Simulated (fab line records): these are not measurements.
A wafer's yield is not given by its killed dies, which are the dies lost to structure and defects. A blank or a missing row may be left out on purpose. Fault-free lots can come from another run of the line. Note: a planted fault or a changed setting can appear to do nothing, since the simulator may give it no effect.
Split-lot study || flow n5 finfet || route with 1938 steps; 7 lots, 21 wafers read

THE SPLIT ITSELF
At N5_PMOS_HMC_CHANNEL_EPI_EXPOSE_06 (exposes mask PMOS HMC BLK, target cd 240 nm), the setting dose mj was moved away from the recipe's 41 on 7 of the 21 wafers read, by -6.9% to +7.3%. The other wafers ran this setting at the recipe's value.

FROM THE SPLIT TO THE READING: what the file shows between them, 2 steps
- N5_PMOS_HMC_CHANNEL_EPI_PEB_07: peb time 60 s
- N5_PMOS_HMC_CHANNEL_EPI_DEVELOP_08: develop time 30 s

THE READING
Shown in nm: cd nm at N5_PMOS_HMC_CHANNEL_EPI_CD_MEAS_09, with target cd 237.4 nm. Fault-free wafers of this fab line usually give 237.0 nm, standard deviation 0.8 nm.

{"wafer": "L076.3", "tool, chamber at the split": "arfi scanner-03, 0", "dose mj as run": 43.32, "against the recipe": "+5.7%", "cd nm, nm": 242.0, "against lot-mates on the recipe": "+5.6"}
{"wafer": "L076.4", "tool, chamber at the split": "arfi scanner-03, 0", "dose mj as run": 41, "against the recipe": "recipe", "cd nm, nm": 236.9, "against lot-mates on the recipe": "-"}
{"wafer": "L076.6", "tool, chamber at the split": "arfi scanner-03, 0", "dose mj as run": 41, "against the recipe": "recipe", "cd nm, nm": 236.0, "against lot-mates on the recipe": "-"}
{"wafer": "L078.2", "tool, chamber at the split": "arfi scanner-03, 0", "dose mj as run": 41, "against the recipe": "recipe", "cd nm, nm": 236.3, "against lot-mates on the recipe": "-"}
{"wafer": "L078.3", "tool, chamber at the split": "arfi scanner-03, 0", "dose mj as run": 41, "against the recipe": "recipe", "cd nm, nm": 236.4, "against lot-mates on the recipe": "-"}
{"wafer": "L078.5", "tool, chamber at the split": "arfi scanner-03, 0", "dose mj as run": 43.98, "against the recipe": "+7.3%", "cd nm, nm": 240.9, "against lot-mates on the recipe": "+4.5"}
{"wafer": "L081.1", "tool, chamber at the split": "arfi scanner-01, 0", "dose mj as run": 41, "against the recipe": "recipe", "cd nm, nm": 237.4, "against lot-mates on the recipe": "-"}
{"wafer": "L081.5", "tool, chamber at the split": "arfi scanner-01, 0", "dose mj as run": 41, "against the recipe": "recipe", "cd nm, nm": 236.7, "against lot-mates on the recipe": "-"}
{"wafer": "L081.6", "tool, chamber at the split": "arfi scanner-01, 0", "dose mj as run": 39.97, "against the recipe": "-2.5%", "cd nm, nm": 235.0, "against lot-mates on the recipe": -2.1}
{"wafer": "L082.1", "tool, chamber at the split": "arfi scanner-02, 0", "dose mj as run": 41, "against the recipe": "recipe", "cd nm, nm": 237.2, "against lot-mates on the recipe": "-"}
{"wafer": "L082.4", "tool, chamber at the split": "arfi scanner-02, 0", "dose mj as run": 41, "against the recipe": "recipe", "cd nm, nm": 236.8, "against lot-mates on the recipe": "-"}
{"wafer": "L082.5", "tool, chamber at the split": "arfi scanner-02, 0", "dose mj as run": 41, "against the recipe": "recipe", "cd nm, nm": 237.5, "against lot-mates on the recipe": "-"}
{"wafer": "L083.1", "tool, chamber at the split": "arfi scanner-01, 0", "dose mj as run": 41, "against the recipe": "recipe", "cd nm, nm": 237.1, "against lot-mates on the recipe": "-"}
{"wafer": "L083.4", "tool, chamber at the split": "arfi scanner-01, 0", "dose mj as run": 41, "against the recipe": "recipe", "cd nm, nm": 237.2, "against lot-mates on the recipe": "-"}
{"wafer": "L083.6", "tool, chamber at the split": "arfi scanner-01, 0", "dose mj as run": 41, "against the recipe": "recipe", "cd nm, nm": 236.7, "against lot-mates on the recipe": "-"}
{"wafer": "L088.1", "tool, chamber at the split": "arfi scanner-03, 0", "dose mj as run": 41, "against the recipe": "recipe", "cd nm, nm": 237.9, "against lot-mates on the recipe": "-"}
{"wafer": "L088.2", "tool, chamber at the split": "arfi scanner-03, 0", "dose mj as run": 38.18, "against the recipe": "-6.9%", "cd nm, nm": 229.6, "against lot-mates on the recipe": -8.3}
{"wafer": "L088.6", "tool, chamber at the split": "arfi scanner-03, 0", "dose mj as run": 38.18, "against the recipe": "-6.9%", "cd nm, nm": 230.4, "against lot-mates on the recipe": -7.5}
{"wafer": "L093.1", "tool, chamber at the split": "arfi scanner-01, 0", "dose mj as run": 43.67, "against the recipe": "+6.5%", "cd nm, nm": 242.4, "against lot-mates on the recipe": "+6.9"}
{"wafer": "L093.4", "tool, chamber at the split": "arfi scanner-01, 0", "dose mj as run": 41, "against the recipe": "recipe", "cd nm, nm": 235.5, "against lot-mates on the recipe": "-"}
{"wafer": "L093.5", "tool, chamber at the split": "arfi scanner-01, 0", "dose mj as run": 43.67, "against the recipe": "+6.5%", "cd nm, nm": 241.3, "against lot-mates on the recipe": "+5.8"}

FIT RESULTS
A straight line over all 21 wafers: cd nm changes by +0.831 nm for each +1% of dose mj; r = +0.97; the points scatter about the line by 0.8 nm.
The same after taking each lot's own level away (the mean of its wafers on the recipe; 21 wafers): +0.972 nm for each +1%; r = +0.98; scatter 0.74 nm.
That fit puts the effect of the largest move of dose mj on the reading at 7.1 nm.
The lots' own levels span 235.50 to 237.90 nm, that is 3.0 times the standard deviation above.
Thus the slope moves with the lot-to-lot level: the two fits are different.
Check: with one of the wafers moved furthest among these (+7.3%) left out of the fit, the line predicts +7.51 nm for it against its lot-mates. It came out at +4.55 nm against them.

THE OTHER SPLITS THESE WAFERS WENT THROUGH
Before the reading, these wafers also passed through other splits. Each is held against what the fit with the lots' levels taken away leaves over:
{"other split on the same wafers": "N5_PMOS_HMC_CHANNEL_EPI_HM_DEP_34 time s", "wafers away from the commonest value": 5, "r with cd nm (lot level and that fit taken away)": "+0.07"}

THE WHOLE CHAIN: every reading that the file lists as answering this split, in the file's order
{"step": "N5_PMOS_HMC_CHANNEL_EPI_CD_MEAS_09", "what it does": "target cd 237.4 nm", "reading": "cd nm", "change (the file's fit)": "+0.915 nm for each +1% of the setting", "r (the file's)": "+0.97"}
{"step": "N5_PMOS_HMC_CHANNEL_EPI_DESCUM_14", "what it does": "chemistry O2, time 7.9 s", "reading": "PMOS_HMC_CHANNEL_EPI.cd nm (the simulator's own value, which no gauge read)", "change (the file's fit)": "+0.903 nm for each +1% of the setting", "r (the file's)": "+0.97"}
{"step": "N5_PMOS_HMC_CHANNEL_EPI_ETCH_32", "what it does": "etches BARC in N2/H2, stops on SiO2, target depth 85.8 nm, time 50.3 s", "reading": "PMOS_HMC_CHANNEL_EPI.cd nm (the simulator's own value, which no gauge read)", "change (the file's fit)": "+0.969 nm for each +1% of the setting", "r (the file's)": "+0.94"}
{"step": "N5_PMOS_HMC_CHANNEL_EPI_HM_OPEN_15", "what it does": "chemistry CHF3/O2, target SiO2, target depth 40.6 nm, time 20.3 s", "reading": "PMOS_HMC_CHANNEL_EPI.cd nm (the simulator's own value, which no gauge read)", "change (the file's fit)": "+0.977 nm for each +1% of the setting", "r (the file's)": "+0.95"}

THE FILE'S OWN FIT
cd nm changes by +0.915 nm for each +1% of dose mj, r = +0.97.
